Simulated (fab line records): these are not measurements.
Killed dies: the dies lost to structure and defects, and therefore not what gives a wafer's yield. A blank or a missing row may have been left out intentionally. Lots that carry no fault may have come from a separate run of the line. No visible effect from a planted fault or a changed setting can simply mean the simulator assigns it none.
Which of the tools did it? | flow n5-finfet | Sampling: 23 lots, 69 wafers, 4 of 1938 route steps

## WHAT THE GAUGES SHOWED, per wafer
N5_BEOL_M1_RS_MEAS_58: uses a four-point probe to measure.
lot  | measured     | on            | M1_RS (ohm/sq)
L074 | day 6 16:16  | film-metro-01 | 0.74 0.65 0.69
L075 | day 6 16:48  | film-metro-01 | 0.70 0.63 0.65
L076 | day 7 04:20  | film-metro-02 | 0.68 0.65 0.65
L077 | day 7 06:54  | film-metro-02 | 0.66 0.62 0.63
L078 | day 7 15:59  | film-metro-01 | 0.73 0.73 0.65
L079 | day 7 23:20  | film-metro-01 | 0.66 0.67 0.65
L080 | day 8 00:32  | film-metro-01 | 0.71 0.72 0.70
L081 | day 8 03:29  | film-metro-01 | 0.66 0.63 0.66
L082 | day 8 15:16  | film-metro-01 | 0.69 0.70 0.69
L083 | day 8 18:05  | film-metro-02 | 0.71 0.63 0.68
L084 | day 8 22:57  | film-metro-01 | 0.70 0.69 0.66
L086 | day 9 10:08  | film-metro-01 | 0.66 0.65 0.63
L085 | day 9 14:13  | film-metro-02 | 0.64 0.66 0.63
L087 | day 9 21:38  | film-metro-01 | 0.68 0.67 0.68
L088 | day 10 00:43 | film-metro-01 | 0.65 0.72 0.63
L089 | day 10 06:01 | film-metro-01 | 0.72 0.68 0.70
L091 | day 10 20:24 | film-metro-02 | 0.67 0.70 0.73
L092 | day 11 00:26 | film-metro-02 | 0.67 0.71 0.69
L093 | day 11 09:31 | film-metro-01 | 0.67 0.68 0.71
L094 | day 11 10:45 | film-metro-01 | 0.69 0.69 0.70
L095 | day 11 13:58 | film-metro-01 | 0.70 0.67 0.64
L096 | day 12 00:08 | film-metro-02 | 0.74 0.63 0.68
L097 | day 12 00:43 | film-metro-01 | 0.65 0.65 0.63

## WHAT TOOL EACH LOT RAN ON (gives the tool, then ch and the chambers of the sampled wafers, and finally the start)
lot  | N5_BEOL_M1_ANNEAL_51             | N5_BEOL_M1_CMP_52             | N5_BEOL_M1_CO_CAP_55
L074 | rtp-anneal-01 ch 0, day 6 15:19  | cmp-02 ch 1,2,3, day 6 15:37  | cvd-co-01 ch 0,2, day 6 16:02
L075 | rtp-anneal-01 ch 0, day 6 15:59  | cmp-03 ch 0,1,2, day 6 16:11  | cvd-co-02 ch 0,2, day 6 16:37
L076 | rtp-anneal-01 ch 0, day 7 03:35  | cmp-04 ch 1,3, day 7 03:47    | cvd-co-02 ch 1,2, day 7 04:10
L077 | rtp-anneal-02 ch 0, day 7 06:04  | cmp-03 ch 0,1,2, day 7 06:27  | cvd-co-01 ch 1,2, day 7 06:43
L078 | rtp-anneal-02 ch 0, day 7 15:08  | cmp-04 ch 0,1,2, day 7 15:31  | cvd-co-02 ch 0,1,2, day 7 15:48
L079 | rtp-anneal-01 ch 0, day 7 22:29  | cmp-04 ch 1,2, day 7 22:49    | cvd-co-02 ch 0,1, day 7 23:08
L080 | rtp-anneal-01 ch 0, day 7 23:40  | cmp-04 ch 0,1,2, day 7 23:59  | cvd-co-02 ch 0,1,2, day 8 00:22
L081 | rtp-anneal-01 ch 0, day 8 02:40  | cmp-03 ch 0,1,2, day 8 03:01  | cvd-co-02 ch 0,1,2, day 8 03:19
L082 | rtp-anneal-02 ch 0, day 8 14:25  | cmp-03 ch 0,1,2, day 8 14:43  | cvd-co-01 ch 0,1,2, day 8 15:05
L083 | rtp-anneal-02 ch 0, day 8 17:11  | cmp-04 ch 0,1,3, day 8 17:35  | cvd-co-02 ch 1,2, day 8 17:53
L084 | rtp-anneal-02 ch 0, day 8 19:51  | cmp-04 ch 0,1,3, day 8 20:04  | cvd-co-02 ch 0,2, day 8 22:46
L086 | rtp-anneal-02 ch 0, day 9 09:19  | cmp-04 ch 0,2, day 9 09:37    | cvd-co-01 ch 1,2, day 9 09:57
L085 | rtp-anneal-01 ch 0, day 9 13:05  | cmp-03 ch 0,2,3, day 9 13:40  | cvd-co-02 ch 0,2, day 9 14:01
L087 | rtp-anneal-02 ch 0, day 9 20:53  | cmp-03 ch 1,3, day 9 21:07    | cvd-co-02 ch 1,2, day 9 21:28
L088 | rtp-anneal-01 ch 0, day 9 23:52  | cmp-02 ch 0,1,2, day 10 00:10 | cvd-co-02 ch 0,1, day 10 00:32
L089 | rtp-anneal-02 ch 0, day 10 05:09 | cmp-04 ch 2,3, day 10 05:30   | cvd-co-02 ch 0,1,2, day 10 05:50
L091 | rtp-anneal-02 ch 0, day 10 19:31 | cmp-02 ch 2,3, day 10 19:49   | cvd-co-01 ch 0,1, day 10 20:13
L092 | rtp-anneal-01 ch 0, day 10 23:34 | cmp-02 ch 1,2,3, day 10 23:55 | cvd-co-02 ch 0,1,2, day 11 00:14
L093 | rtp-anneal-02 ch 0, day 11 08:43 | cmp-03 ch 1,2,3, day 11 09:00 | cvd-co-01 ch 0,1, day 11 09:20
L094 | rtp-anneal-01 ch 0, day 11 09:53 | cmp-04 ch 0,1,3, day 11 10:13 | cvd-co-01 ch 0,1,2, day 11 10:34
L095 | rtp-anneal-01 ch 0, day 11 13:09 | cmp-04 ch 1,3, day 11 13:24   | cvd-co-02 ch 0,1,2, day 11 13:46
L096 | rtp-anneal-01 ch 0, day 11 23:20 | cmp-04 ch 1,2, day 11 23:35   | cvd-co-02 ch 0,1, day 11 23:58
L097 | rtp-anneal-01 ch 0, day 11 23:52 | cmp-03 ch 2,3, day 12 00:10   | cvd-co-02 ch 0,2, day 12 00:32
- N5_BEOL_M1_ANNEAL_51: time 90 s.
- N5_BEOL_M1_CMP_52: polishes, stops on SiOC, t overpolish 6.8 s, target thk 40 nm.
- N5_BEOL_M1_CO_CAP_55: material Co, precursor CCTBA/H2, target thk 2 nm, time 102.1 s.

## WHAT THE TOOLS THEMSELVES READ (means of the sampled wafers that have a number; where no wafer has one, the mark that the record gives instead)
N5_BEOL_M1_ANNEAL_51.
lot  | tool          | wafer_temp_C_max
L074 | rtp-anneal-01 | 226.0
L075 | rtp-anneal-01 | 226.6
L076 | rtp-anneal-01 | 226.1
L077 | rtp-anneal-02 | 225.7
L078 | rtp-anneal-02 | 225.8
L079 | rtp-anneal-01 | 226.3
L080 | rtp-anneal-01 | 226.5
L081 | rtp-anneal-01 | 226.3
L082 | rtp-anneal-02 | 225.4
L083 | rtp-anneal-02 | 225.6
L084 | rtp-anneal-02 | 225.8
L086 | rtp-anneal-02 | 225.7
L085 | rtp-anneal-01 | 226.6
L087 | rtp-anneal-02 | 225.6
L088 | rtp-anneal-01 | 226.5
L089 | rtp-anneal-02 | 225.7
L091 | rtp-anneal-02 | 225.8
L092 | rtp-anneal-01 | 226.4
L093 | rtp-anneal-02 | 225.7
L094 | rtp-anneal-01 | 226.3
L095 | rtp-anneal-01 | 226.1
L096 | rtp-anneal-01 | 226.2
L097 | rtp-anneal-01 | 226.8

N5_BEOL_M1_CMP_52.
lot  | tool   | barrier-field-endpoint-s (s) | edge-zone-pressure-frac | motor-current-A (A) | overpolish-run-s (s) | retaining-ring-pressure-frac | time-to-endpoint-s (s)
L074 | cmp-02 | 24.5                         | 1.000                   | 6.0                 | 6.793                | 0.999                        | 62.6
L075 | cmp-03 | 24.6                         | 1.001                   | 6.2                 | 6.796                | 0.995                        | 60.9
L076 | cmp-04 | 24.7                         | 1.005                   | 5.9                 | 6.794                | 0.997                        | 61.5
L077 | cmp-03 | 24.8                         | 1.000                   | 6.2                 | 6.802                | 1.001                        | 64.7
L078 | cmp-04 | 24.3                         | 1.002                   | 6.1                 | 6.800                | 0.996                        | 60.9
L079 | cmp-04 | 24.4                         | 1.003                   | 5.5                 | 6.808                | 1.001                        | 60.9
L080 | cmp-04 | 24.3                         | 1.002                   | 6.1                 | 6.794                | 0.998                        | 61.8
L081 | cmp-03 | 24.5                         | 0.996                   | 6.1                 | 6.799                | 1.004                        | 60.9
L082 | cmp-03 | 23.8                         | 1.003                   | 6.1                 | 6.805                | 0.999                        | 62.4
L083 | cmp-04 | 23.9                         | 0.996                   | 6.5                 | 6.805                | 1.000                        | 60.2
L084 | cmp-04 | 24.2                         | 1.003                   | 6.5                 | 6.806                | 1.002                        | 59.5
L086 | cmp-04 | 25.1                         | 1.003                   | 6.3                 | 6.797                | 0.999                        | 63.2
L085 | cmp-03 | 25.9                         | 0.998                   | 5.8                 | 6.796                | 1.002                        | 64.8
L087 | cmp-03 | 25.2                         | 1.002                   | 6.9                 | 6.792                | 1.001                        | 64.2
L088 | cmp-02 | 24.8                         | 0.999                   | 6.1                 | 6.808                | 0.997                        | 60.1
L089 | cmp-04 | 24.3                         | 0.997                   | 6.7                 | 6.803                | 1.002                        | 60.6
L091 | cmp-02 | 24.2                         | 0.997                   | 5.7                 | 6.796                | 1.002                        | 63.5
L092 | cmp-02 | 25.0                         | 1.000                   | 6.1                 | 6.794                | 0.996                        | 62.2
L093 | cmp-03 | 24.9                         | 0.998                   | 6.3                 | 6.799                | 1.003                        | 59.6
L094 | cmp-04 | 24.7                         | 1.000                   | 6.5                 | 6.793                | 1.001                        | 63.0
L095 | cmp-04 | 24.5                         | 0.998                   | 5.9                 | 6.797                | 0.996                        | 59.9
L096 | cmp-04 | 24.8                         | 0.999                   | 5.5                 | 6.795                | 0.997                        | 64.2
L097 | cmp-03 | 24.9                         | 0.999                   | 5.8                 | 6.803                | 1.004                        | 64.5

N5_BEOL_M1_CO_CAP_55.
lot  | tool      | chamber-pressure-Torr (Torr) | heater-power-w (W)
L074 | cvd-co-01 | 29.97                        | 222
L075 | cvd-co-02 | 30.01                        | 240
L076 | cvd-co-02 | 29.96                        | 218
L077 | cvd-co-01 | 29.95                        | 255
L078 | cvd-co-02 | 30.01                        | 234
L079 | cvd-co-02 | 30.03                        | 253
L080 | cvd-co-02 | 30.03                        | 235
L081 | cvd-co-02 | 29.98                        | 235
L082 | cvd-co-01 | 30.01                        | 239
L083 | cvd-co-02 | 29.92                        | 224
L084 | cvd-co-02 | 30.08                        | 224
L086 | cvd-co-01 | 29.98                        | 256
L085 | cvd-co-02 | 30.03                        | 224
L087 | cvd-co-02 | 30.08                        | 220
L088 | cvd-co-02 | 30.01                        | 249
L089 | cvd-co-02 | 30.00                        | 240
L091 | cvd-co-01 | 29.92                        | 250
L092 | cvd-co-02 | 30.00                        | 238
L093 | cvd-co-01 | 29.99                        | 246
L094 | cvd-co-01 | 30.04                        | 243
L095 | cvd-co-02 | 30.01                        | 231
L096 | cvd-co-02 | 29.98                        | 253
L097 | cvd-co-02 | 29.99                        | 225

## THE ANSWER, worked out from the rows above alone
Rule: the lots themselves supply what counts as usual. Put in order of their means at a reading, lots are off if they are a third of the lots or fewer, leave a main group of 4 or more, and stand apart from it by a gap of 3 or more times the standard deviation of the main group's means; of several such gaps the widest counts. A main group is skipped when, at the precision printed for the reading in the tables above, its means are all equal. A lot without any number at a reading at which 4 lots or more have one is off too. The other lots that the step has rows for count as sound. First the gauges in route order, then the tools' own readings, where a lot's mean is used as printed above. The first step at which some lot is off is used, and at that step the reading that is off furthest; a lot without a number counts as furthest.
Across all readings shown, no lot is off: no conclusion can be drawn from this.

## WHAT THE SIMULATOR PUT IN
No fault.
